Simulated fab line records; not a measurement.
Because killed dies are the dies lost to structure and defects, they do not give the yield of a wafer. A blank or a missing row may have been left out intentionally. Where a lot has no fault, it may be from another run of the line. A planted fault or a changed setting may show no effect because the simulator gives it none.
fab line records | flow nand-harc
[record] lots = 11 | wafers = 33 | last-day = 23
route steps=1159 shown A_CONTACT@875 END@1159
lots with no fault: from the same line, run without faults
start-h: hours from the record's opening day to when the first of the lot's shown wafers began | wait-h: how many hours have passed since the lot's step before this one | " the same as in the row above | L1.1+2: several wafers, shown together as one row | - either no value or no given start | * or withheld: withheld | < > ~ a bound
route shown NAME@n: names a module that has steps shown in the file, with the first one's number in the route | usual: the fault-free wafers' mean and standard deviation | same: alike in all rows | chamber/n: place in a boat | sites: per-site readings | _std_site: standard deviation of those values | _edge_site: inner sites' mean taken away from outer sites' mean | radius-mm: how far each site lies from the wafer's centre | mask NAME#n: copy n | behind: the most recent tool/chamber to have shaped the wafer | hold: reason for holding the lot/hours on hold/outcome of the hold | device: whichever transistor did not switch (one of n, p or np) | end of line: tests of these same wafers at the route's end | a step given without rows: its recipe and nothing more | killed: count of dies lost to structure and defects at first sort (not the wafer's yield) | map: per-die view of a wafer (x killed, . not killed, _ where there is no die)
set.NAME: the run value of the setting; set.NAME@STEP: its run value at that earlier step | model.NAME: the simulator's own value behind a step, which no gauge read
one table for each step of the route and one row for each wafer, over a sample of lots
services: a tool's chamber out of use, with start hour (start-h, from the record's first day; less than 0 if before it), hours out, and reason
[[steps]]
[step NHARC_A_CONTACT_ETCH_90]
[recipe] target-depth-a = 400 | over-etch-frac = 0.5 | time-s = 85.7 | ion-energy-ev = 120 | ch3f-flow-sccm = 50 | o2-flow-sccm = 30 | ar-flow-sccm = 200 | rf-w = 500 | bias-w = 100 | chemistry = CH3F/O2
[usual] ch3f-flow-sccm = 49.98/0.16 | drypump-motor-current-A = 5.70/0.25 | oes-product-au = 0.94/0.032 | rf-vpp-V = 243.8/1.6 | showerhead-plenum-p-Torr = 2.42/0.094 | throttle-valve-pct = 20.664/0.0082
lot.wafer | tool        | chamber | start-h | wait-h | ch3f-flow-sccm | drypump-motor-current-A | oes-product-au | rf-hours-counter-h | rf-vpp-V | showerhead-plenum-p-Torr | throttle-valve-pct
L134.3    | rie-diel-01 | 0       | 364.54  | 0.4    | 49.87          | 5.38                    | 0.99           | 19                 | 245.1    | 2.49                     | 20.673
L134.2    | "           | 3       | "       | "      | 49.89          | 6.07                    | 0.98           | 17                 | 244.8    | 2.49                     | 20.684
L134.4    | "           | 3       | "       | "      | 50.26          | 6.08                    | 0.98           | -                  | 243.9    | 2.49                     | 20.666
L136.1    | rie-diel-11 | 0       | 376.39  | 0.6    | 50.08          | 5.42                    | 1.01           | 0                  | 245.3    | 2.57                     | 20.672
L136.5    | "           | 3       | "       | "      | 50.06          | 5.80                    | 1.01           | -                  | 244.8    | 2.54                     | 20.647
L136.4    | "           | 0       | "       | "      | 50.31          | 5.44                    | 1.01           | -                  | 246.6    | 2.58                     | 20.662
L135.2    | rie-diel-01 | 3       | 377.43  | 0.6    | 49.66          | 6.01                    | 0.98           | 24                 | 245.3    | 2.49                     | 20.665
L135.1    | "           | 0       | "       | "      | 50.18          | 5.41                    | 0.98           | 24                 | 244.3    | 2.49                     | 20.650
L135.6    | "           | 1       | "       | "      | 49.93          | 5.87                    | 0.99           | -                  | 241.2    | 2.31                     | 20.668
L138.2    | rie-diel-08 | 2       | 409.23  | 0.5    | 50.24          | 5.37                    | 0.92           | 19                 | 240.5    | 2.30                     | 20.648
L138.1    | "           | 1       | "       | "      | 49.73          | 5.94                    | 0.92           | 20                 | 247.6    | 2.55                     | 20.668
L138.5    | "           | 2       | "       | "      | 50.10          | 5.39                    | 0.92           | -                  | 242.4    | 2.30                     | 20.652
L142.2    | rie-diel-08 | 2       | 428.96  | 0.6    | 50.13          | 5.36                    | 0.92           | 25                 | 242.9    | 2.30                     | 20.665
L142.3    | "           | 1       | "       | "      | 50.08          | 5.92                    | 0.93           | 26                 | 245.4    | 2.55                     | 20.660
L142.4    | "           | 0       | "       | "      | 50.07          | 5.57                    | 0.93           | -                  | 243.1    | 2.40                     | 20.677
L146.1    | rie-diel-01 | 3       | 441.41  | 0.5    | 49.92          | 6.16                    | 0.91           | 42                 | 245.3    | 2.48                     | 20.665
L146.6    | "           | 1       | "       | "      | 49.92          | 5.82                    | 0.93           | -                  | 243.4    | 2.30                     | 20.658
L146.4    | "           | 3       | "       | "      | 49.86          | 6.07                    | 0.91           | -                  | 244.5    | 2.48                     | 20.665
L144.1    | rie-diel-11 | 1       | 441.45  | 0.6    | 49.83          | 5.81                    | 0.90           | 21                 | 243.2    | 2.38                     | 20.670
L144.3    | "           | 3       | "       | "      | 50.14          | 5.77                    | 0.92           | 25                 | 244.5    | 2.53                     | 20.659
L144.2    | "           | 0       | "       | "      | 50.12          | 5.44                    | 0.92           | 24                 | 244.6    | 2.57                     | 20.652
L148.2    | rie-diel-08 | 3       | 465.81  | 0.6    | 50.12          | 5.96                    | 0.92           | 24                 | 244.7    | 2.39                     | 20.666
L148.3    | "           | 1       | "       | "      | 49.73          | 5.93                    | 0.94           | 32                 | 243.8    | 2.55                     | 20.669
L148.5    | "           | 2       | "       | "      | 50.00          | 5.33                    | 0.93           | -                  | 242.2    | 2.30                     | 20.654
L152.4    | rie-diel-01 | 3       | 483.79  | 0.4    | 50.00          | 6.05                    | 0.92           | 58                 | 244.5    | 2.47                     | 20.658
L152.2    | "           | 0       | "       | "      | 50.10          | 5.39                    | 0.91           | 64                 | 245.8    | 2.47                     | 20.677
L152.3    | "           | 1       | "       | "      | 49.65          | 5.85                    | 0.94           | 62                 | 243.8    | 2.29                     | 20.669
L155.4    | rie-diel-08 | 1       | 495.14  | 0.4    | 49.72          | 5.94                    | 0.94           | 1                  | 245.0    | 2.55                     | 20.666
L155.3    | "           | 2       | "       | "      | 50.11          | 5.36                    | 0.91           | 1                  | 241.9    | 2.29                     | 20.668
L155.6    | "           | 2       | "       | "      | 49.99          | 5.39                    | 0.91           | -                  | 242.2    | 2.29                     | 20.670
L156.4    | rie-diel-11 | 1       | 495.28  | 0.4    | 49.98          | 5.76                    | 0.92           | 44                 | 243.1    | 2.37                     | 20.660
L156.2    | "           | 3       | "       | "      | 50.08          | 5.81                    | 0.92           | 46                 | 245.9    | 2.52                     | 20.659
L156.5    | "           | 1       | "       | "      | 49.96          | 5.77                    | 0.92           | -                  | 243.2    | 2.37                     | 20.672
[step NHARC_A_CONTACT_ETCH_102]
[recipe] target-depth-a = 700 | overetch-a = 70 | time-s = 38.5 | ion-energy-ev = 100 | cf4-flow-sccm = 80 | o2-flow-sccm = 20 | ar-flow-sccm = 0 | rf-w = 300 | bias-w = 100 | chemistry = CF4/O2
[usual] drypump-motor-current-A = 5.70/0.25 | oes-product-au = 0.996/0.013 | rf-vpp-V = 197.6/1.4 | showerhead-plenum-p-Torr = 1.32/0.054 | throttle-valve-pct = 13.398/0.0091
lot.wafer | tool        | chamber | start-h | wait-h | drypump-motor-current-A | oes-product-au | rf-hours-counter-h | rf-vpp-V | showerhead-plenum-p-Torr | throttle-valve-pct
L134.2    | rie-diel-01 | 0       | 365.25  | 0.1    | 5.35                    | 0.983          | 19                 | 198.6    | 1.35                     | 13.402
L134.3    | "           | 3       | "       | "      | 6.06                    | 0.981          | 17                 | 197.9    | 1.35                     | 13.395
L134.4    | "           | 1       | "       | "      | 5.85                    | 1.007          | -                  | 195.8    | 1.25                     | 13.383
L136.1    | rie-diel-08 | 3       | 376.92  | 0.1    | 5.96                    | 0.985          | 14                 | 198.5    | 1.30                     | 13.382
L136.4    | "           | 0       | "       | "      | 5.58                    | 0.987          | 15                 | 196.8    | 1.31                     | 13.401
L136.5    | "           | 2       | "       | "      | 5.38                    | 0.992          | -                  | 196.2    | 1.25                     | 13.400
L135.2    | rie-diel-01 | 2       | 378.03  | 0.1    | 5.83                    | 0.987          | 21                 | 198.9    | 1.40                     | 13.397
L135.1    | "           | 1       | "       | "      | 5.85                    | 1.007          | 21                 | 195.9    | 1.25                     | 13.385
L135.6    | "           | 2       | "       | "      | 5.79                    | 1.004          | -                  | 199.3    | 1.40                     | 13.419
L138.1    | rie-diel-08 | 1       | 409.74  | 0.0    | 5.94                    | 0.988          | 20                 | 199.2    | 1.39                     | 13.389
L138.2    | "           | 0       | "       | "      | 5.57                    | 0.994          | 20                 | 196.8    | 1.31                     | 13.397
L138.5    | "           | 1       | "       | "      | 5.93                    | 0.990          | -                  | 198.9    | 1.39                     | 13.394
L142.2    | rie-diel-01 | 1       | 429.54  | 0.1    | 5.88                    | 1.013          | 38                 | 196.5    | 1.25                     | 13.405
L142.3    | "           | 3       | "       | "      | 6.10                    | 0.989          | 39                 | 197.3    | 1.35                     | 13.396
L142.4    | "           | 1       | "       | "      | 5.88                    | 1.010          | -                  | 195.1    | 1.25                     | 13.393
L144.3    | rie-diel-11 | 0       | 442.24  | 0.1    | 5.47                    | 1.000          | 24                 | 199.5    | 1.39                     | 13.413
L144.1    | "           | 1       | "       | "      | 5.76                    | 0.960          | 22                 | 197.5    | 1.29                     | 13.398
L144.2    | "           | 3       | "       | "      | 5.82                    | 0.984          | 25                 | 199.6    | 1.37                     | 13.388
L146.1    | rie-diel-01 | 0       | 442.76  | 0.1    | 5.34                    | 0.983          | 44                 | 197.7    | 1.35                     | 13.380
L146.4    | "           | 0       | "       | "      | 5.37                    | 0.980          | -                  | 198.2    | 1.35                     | 13.387
L146.6    | "           | 3       | "       | "      | 6.05                    | 0.973          | -                  | 199.2    | 1.35                     | 13.407
L148.3    | rie-diel-11 | 0       | 466.36  | 0.1    | 5.39                    | 0.998          | 36                 | 198.7    | 1.39                     | 13.385
L148.2    | "           | 1       | "       | "      | 5.78                    | 0.974          | 33                 | 196.9    | 1.29                     | 13.413
L148.5    | "           | 1       | "       | "      | 5.76                    | 0.974          | -                  | 197.7    | 1.29                     | 13.400
L152.4    | rie-diel-11 | 0       | 484.41  | 0.1    | 5.41                    | 1.015          | 44                 | 199.0    | 1.39                     | 13.387
L152.3    | "           | 2       | "       | "      | 5.59                    | 1.010          | 39                 | 196.5    | 1.27                     | 13.408
L152.2    | "           | 3       | "       | "      | 5.82                    | 1.000          | 42                 | 198.6    | 1.37                     | 13.417
L155.3    | rie-diel-08 | 2       | 495.71  | 0.1    | 5.38                    | 0.999          | 1                  | 196.3    | 1.24                     | 13.394
L155.4    | "           | 3       | "       | "      | 5.96                    | 0.999          | 2                  | 195.7    | 1.30                     | 13.385
L155.6    | "           | 2       | "       | "      | 5.36                    | 1.003          | -                  | 196.1    | 1.24                     | 13.384
L156.2    | rie-diel-08 | 0       | 496.14  | 0.1    | 5.59                    | 1.027          | 2                  | 196.7    | 1.30                     | 13.401
L156.4    | "           | 3       | "       | "      | 6.00                    | 1.003          | 2                  | 197.5    | 1.30                     | 13.394
L156.5    | "           | 1       | "       | "      | 5.92                    | 1.016          | -                  | 199.7    | 1.38                     | 13.385
[step NHARC_A_CONTACT_SOFTBAKE_64]
[recipe] temp-c = 105 | time-s = 55
[usual] heater-power-total-W = 188.47/0.13
lot.wafer | tool           | chamber | start-h | wait-h | heater-power-total-W
L134.2    | litho-track-06 | 0       | 369     | -      | 188.52
L134.3    | "              | 0       | "       | "      | 188.28
L134.4    | "              | 0       | "       | "      | 188.70
L136.1    | litho-track-06 | 0       | 381     | -      | 188.43
L136.4    | "              | 0       | "       | "      | 188.29
L136.5    | "              | 0       | "       | "      | 188.55
L135.1    | litho-track-01 | 0       | 382     | -      | 188.40
L135.2    | "              | 0       | "       | "      | 188.36
L135.6    | "              | 0       | "       | "      | 188.49
L138.1    | litho-track-01 | 0       | 416     | -      | 188.47
L138.2    | "              | 0       | "       | "      | 188.36
L138.5    | "              | 0       | "       | "      | 188.46
L142.2    | litho-track-06 | 0       | 433     | -      | 323.67
L142.3    | "              | 0       | "       | "      | 322.99
L142.4    | "              | 0       | "       | "      | 323.10
L144.1    | litho-track-06 | 0       | 445     | -      | 323.17
L144.2    | "              | 0       | "       | "      | 322.94
L144.3    | "              | 0       | "       | "      | 323.10
L146.1    | litho-track-04 | 0       | 446     | -      | 188.32
L146.4    | "              | 0       | "       | "      | 188.41
L146.6    | "              | 0       | "       | "      | 188.45
L148.2    | litho-track-01 | 0       | 469     | -      | 188.59
L148.3    | "              | 0       | "       | "      | 188.42
L148.5    | "              | 0       | "       | "      | 188.48
L152.2    | litho-track-04 | 0       | 489     | -      | 188.35
L152.3    | "              | 0       | "       | "      | 188.77
L152.4    | "              | 0       | "       | "      | 188.55
L155.3    | litho-track-01 | 0       | 499     | -      | 188.75
L155.4    | "              | 0       | "       | "      | 188.37
L155.6    | "              | 0       | "       | "      | 188.67
L156.2    | litho-track-04 | 0       | 500     | -      | 188.44
L156.4    | "              | 0       | "       | "      | 188.38
L156.5    | "              | 0       | "       | "      | 188.39
[step NHARC_A_CONTACT_ETCH_75]
[recipe] target-depth-a = 390 | over-etch-frac = 0.3 | time-s = 65 | ion-energy-ev = 80 | cf4-flow-sccm = 150 | ar-flow-sccm = 0 | rf-w = 300 | bias-w = 100 | chemistry = CF4
[usual] drypump-motor-current-A = 5.70/0.24 | oes-product-au = 0.999/0.012 | rf-vpp-V = 151.0/1.2 | showerhead-plenum-p-Torr = 1.75/0.065 | throttle-valve-pct = 13.283/0.0087
lot.wafer | tool        | chamber | start-h | wait-h | drypump-motor-current-A | oes-product-au | rf-hours-counter-h | rf-vpp-V | showerhead-plenum-p-Torr | throttle-valve-pct
L134.4    | rie-diel-08 | 0       | 369.84  | 0.1    | 5.56                    | 1.004          | 13                 | 152.1    | 1.73                     | 13.278
L134.2    | "           | 2       | "       | "      | 5.36                    | 0.986          | 12                 | 148.8    | 1.66                     | 13.291
L134.3    | "           | 3       | "       | "      | 5.97                    | 0.994          | 12                 | 150.6    | 1.72                     | 13.278
L136.1    | rie-diel-01 | 3       | 382.04  | 0.1    | 6.12                    | 0.990          | 25                 | 153.1    | 1.79                     | 13.287
L136.4    | "           | 0       | "       | "      | 5.33                    | 1.000          | 25                 | 152.9    | 1.79                     | 13.289
L136.5    | "           | 3       | "       | "      | 6.05                    | 0.989          | -                  | 152.7    | 1.79                     | 13.272
L135.1    | rie-diel-01 | 3       | 383.58  | 0.1    | 6.10                    | 0.984          | 26                 | 152.1    | 1.79                     | 13.308
L135.2    | "           | 0       | "       | "      | 5.34                    | 0.990          | 26                 | 151.6    | 1.79                     | 13.280
L135.6    | "           | 2       | "       | "      | 5.80                    | 0.993          | -                  | 150.7    | 1.85                     | 13.277
L138.1    | rie-diel-08 | 1       | 416.98  | 0.1    | 5.91                    | 0.999          | 21                 | 152.1    | 1.83                     | 13.275
L138.2    | "           | 0       | "       | "      | 5.59                    | 1.024          | 21                 | 150.2    | 1.73                     | 13.267
L138.5    | "           | 2       | "       | "      | 5.33                    | 1.005          | -                  | 150.4    | 1.66                     | 13.292
L142.2    | rie-diel-08 | 0       | 434.33  | 0.2    | 5.57                    | 1.006          | 27                 | 151.6    | 1.73                     | 13.295
L142.3    | "           | 1       | "       | "      | 5.92                    | 1.005          | 27                 | 152.7    | 1.83                     | 13.266
L142.4    | "           | 0       | "       | "      | 5.57                    | 1.012          | -                  | 149.9    | 1.73                     | 13.275
L144.1    | rie-diel-01 | 0       | 445.91  | 0.2    | 5.38                    | 0.998          | 45                 | 152.3    | 1.78                     | 13.285
L144.2    | "           | 1       | "       | "      | 5.86                    | 1.011          | 43                 | 149.2    | 1.66                     | 13.280
L144.3    | "           | 3       | "       | "      | 6.04                    | 0.982          | 44                 | 151.1    | 1.78                     | 13.287
L146.1    | rie-diel-11 | 1       | 447.49  | 0.1    | 5.80                    | 0.979          | 24                 | 151.0    | 1.72                     | 13.293
L146.4    | "           | 0       | "       | "      | 5.41                    | 1.001          | 28                 | 151.9    | 1.84                     | 13.286
L146.6    | "           | 1       | "       | "      | 5.79                    | 0.972          | -                  | 150.6    | 1.72                     | 13.268
L148.3    | rie-diel-08 | 3       | 470.40  | 0.1    | 5.95                    | 0.979          | 25                 | 150.0    | 1.72                     | 13.300
L148.2    | "           | 0       | "       | "      | 5.58                    | 1.004          | 36                 | 149.8    | 1.73                     | 13.281
L148.5    | "           | 0       | "       | "      | 5.57                    | 0.993          | -                  | 149.2    | 1.73                     | 13.270
L152.4    | rie-diel-08 | 3       | 489.89  | 0.1    | 5.95                    | 0.999          | 0                  | 151.3    | 1.72                     | 13.288
L152.3    | "           | 0       | "       | "      | 5.57                    | 1.026          | 0                  | 150.2    | 1.73                     | 13.281
L152.2    | "           | 1       | "       | "      | 5.90                    | 1.012          | 0                  | 152.8    | 1.83                     | 13.276
L155.3    | rie-diel-08 | 1       | 499.99  | 0.1    | 5.92                    | 1.006          | 2                  | 152.7    | 1.83                     | 13.279
L155.4    | "           | 2       | "       | "      | 5.31                    | 0.996          | 2                  | 149.7    | 1.65                     | 13.299
L155.6    | "           | 0       | "       | "      | 5.59                    | 1.035          | -                  | 150.4    | 1.73                     | 13.282
L156.2    | rie-diel-11 | 0       | 501.01  | 0.1    | 5.46                    | 1.004          | 50                 | 152.2    | 1.83                     | 13.292
L156.4    | "           | 1       | "       | "      | 5.79                    | 0.992          | 47                 | 150.4    | 1.71                     | 13.280
L156.5    | "           | 2       | "       | "      | 5.59                    | 1.007          | -                  | 149.6    | 1.69                     | 13.290
[step NHARC_END_SORT_01]
[recipe] temp-c = 25
[usual] killed-at-array = 27/9.9 | killed-at-other = 0.5/0.76 | killed-at-periphery = 3.4/2.2 | killed-dies = 31/10 | killed-open = 3.3/2 | killed-short = 2.0/1.5
[same] gross-dies = 677
lot.wafer | tool      | chamber | start-h | wait-h | killed-at-array | killed-at-other | killed-at-periphery | killed-dies | killed-open | killed-short
L136.1    | prober-02 | 0       | 461.71  | 2.5    | 24              | 0               | 4                   | 28          | 0           | 4
L136.4    | prober-02 | 0       | 464.07  | 3.4    | 28              | 1               | 1                   | 30          | 2           | 4
L136.5    | prober-02 | 0       | 464.86  | 3.7    | 38              | 0               | 4                   | 42          | 8           | 4
L144.3    | prober-02 | 0       | 511.26  | 3.1    | 30              | 0               | 4                   | 34          | 5           | 0
L146.1    | prober-01 | 0       | 509.72  | 2.5    | 28              | 0               | 4                   | 32          | 6           | 1
L146.4    | prober-01 | 0       | 512.11  | 3.4    | 26              | 0               | 2                   | 28          | 4           | 2
L146.6    | prober-01 | 0       | 513.70  | 4.0    | 27              | 0               | 2                   | 29          | 4           | 3
// killed by level:class
L136.1 A_CHANNEL_HOLE_D1:chamber-film-flake=15 P_STI:chamber-film-flake=2 A_WL_FILL:chamber-film-flake=2 P_CONTACT:geometric-particle:short=1 A_CHANNEL_FILL_D1:geometric-particle:short=1 A_SGD_CUT:geometric-particle:short=1 A_WL_FILL:geometric-particle:short=1 P_ZERO_WELL:chamber-film-flake=1
L136.4 A_CHANNEL_HOLE_D1:chamber-film-flake=12 A_STAIRCASE:chamber-film-flake=5 A_BLC:chamber-film-flake=3 A_WL_FILL:chamber-film-flake=2 A_SOURCE_PLATE:geometric-particle:short=1 A_CHANNEL_FILL_D1:geometric-particle:short=1 A_WL_FILL:geometric-particle:open=1 A_M0:geometric-particle:open=1
L136.5 A_CHANNEL_HOLE_D1:chamber-film-flake=17 A_BLC:chamber-film-flake=4 A_STAIRCASE:chamber-film-flake=3 A_SGD_CUT:geometric-particle:open=2 A_BLC:geometric-particle:open=2 A_WL_FILL:chamber-film-flake=2 P_M0:geometric-particle:short=1 P_M0:geometric-particle:open=1
L146.1 A_SLIT:chamber-film-flake=13 A_CHANNEL_HOLE_D1:chamber-film-flake=4 A_WL_FILL:chamber-film-flake=4 A_CONTACT:chamber-film-flake=2 P_GATE:geometric-particle:open=1 P_CONTACT:geometric-particle:open=1 P_M2:geometric-particle:open=1 A_SOURCE_PLATE:geometric-particle:open=1
L144.3 A_CHANNEL_HOLE_D1:chamber-film-flake=17 A_STAIRCASE:chamber-film-flake=8 P_M0:chamber-film-flake=3 A_CONTACT:geometric-particle:open=2 P_GATE:geometric-particle:open=1 A_WL_FILL:geometric-particle:open=1 A_BLC:geometric-particle:open=1 A_SLIT:chamber-film-flake=1
L146.4 A_SLIT:chamber-film-flake=13 A_CONTACT:chamber-film-flake=5 A_CHANNEL_HOLE_D1:chamber-film-flake=3 A_CONTACT:geometric-particle:open=2 P_M0:geometric-particle:open=1 P_M2:geometric-particle:short=1 A_ONON_D1:geometric-particle:open=1 A_CHANNEL_HOLE_D1:geometric-particle:short=1
L146.6 A_SLIT:chamber-film-flake=16 A_CHANNEL_HOLE_D1:chamber-film-flake=3 A_CHANNEL_FILL_D1:geometric-particle:short=2 A_CONTACT:chamber-film-flake=2 P_M1:geometric-particle:open=1 A_CHANNEL_FILL_D1:geometric-particle:open=1 A_WL_FILL:geometric-particle:short=1 A_CONTACT:geometric-particle:open=1
[[services]]
tool           | chamber | start-h | hours | kind
rie-diel-08    | 3       | 359.70  | 1.3   | repair
rie-diel-08    | 0       | 359.91  | -     | clean
rie-diel-08    | 1       | 359.91  | -     | clean
rie-diel-08    | 2       | 359.91  | -     | clean
rie-diel-01    | 2       | 362.64  | 2.9   | repair
rie-diel-11    | -       | 366.50  | 9.0   | pm
rie-diel-08    | 0       | 384.41  | -     | clean
rie-diel-08    | 1       | 384.41  | -     | clean
rie-diel-08    | 2       | 384.41  | -     | clean
rie-diel-08    | 3       | 384.41  | -     | clean
rie-diel-08    | 0       | 408.91  | -     | clean
rie-diel-08    | 1       | 408.91  | -     | clean
rie-diel-08    | 2       | 408.91  | -     | clean
rie-diel-08    | 3       | 408.91  | -     | clean
rie-diel-01    | 2       | 423.97  | 50.2  | repair
rie-diel-08    | 0       | 433.41  | -     | clean
rie-diel-08    | 1       | 437.38  | 8.4   | repair
litho-track-01 | -       | 443.00  | 7.0   | pm
rie-diel-08    | 2       | 461.42  | 1.3   | repair
rie-diel-01    | 3       | 466.91  | 9.3   | repair
litho-track-06 | -       | 467.00  | 7.0   | pm
rie-diel-08    | -       | 478.80  | 9.0   | pm
litho-track-04 | -       | 491.00  | 7.0   | pm
rie-diel-01    | -       | 491.88  | 9.0   | pm
[[key]]
[first-sign] step = NHARC_A_CONTACT_SOFTBAKE_64 | reading = heater-power-total-W | direction = up | sigmas = 99+ | usual = * | struck = *
effect none on later readings
met-at NHARC_A_CONTACT_SOFTBAKE_64
struck-lots L142,L144
tester-left-out L142,L144
not-acting-at NHARC_A_CONTACT_ETCH_90,NHARC_A_CONTACT_ETCH_102,NHARC_A_CONTACT_ETCH_75
onset-between 381 433
[fault] kind = process-parameter-drift | tool = litho-track-06 | chamber = - | onset-h = 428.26 | steps = NHARC_A_CONTACT_SOFTBAKE_64 | channel = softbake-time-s | offset = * | shape = step | end-h = 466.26 | acts-in = * | stated = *
// tester-left-out: of these lots the tester's yield and bins aren't shown, on N5 and GAA mostly nor the transistor test; their killed dies are dies lost to structure and defects alone, not to doping, threshold or leakage, so they don't give the yield
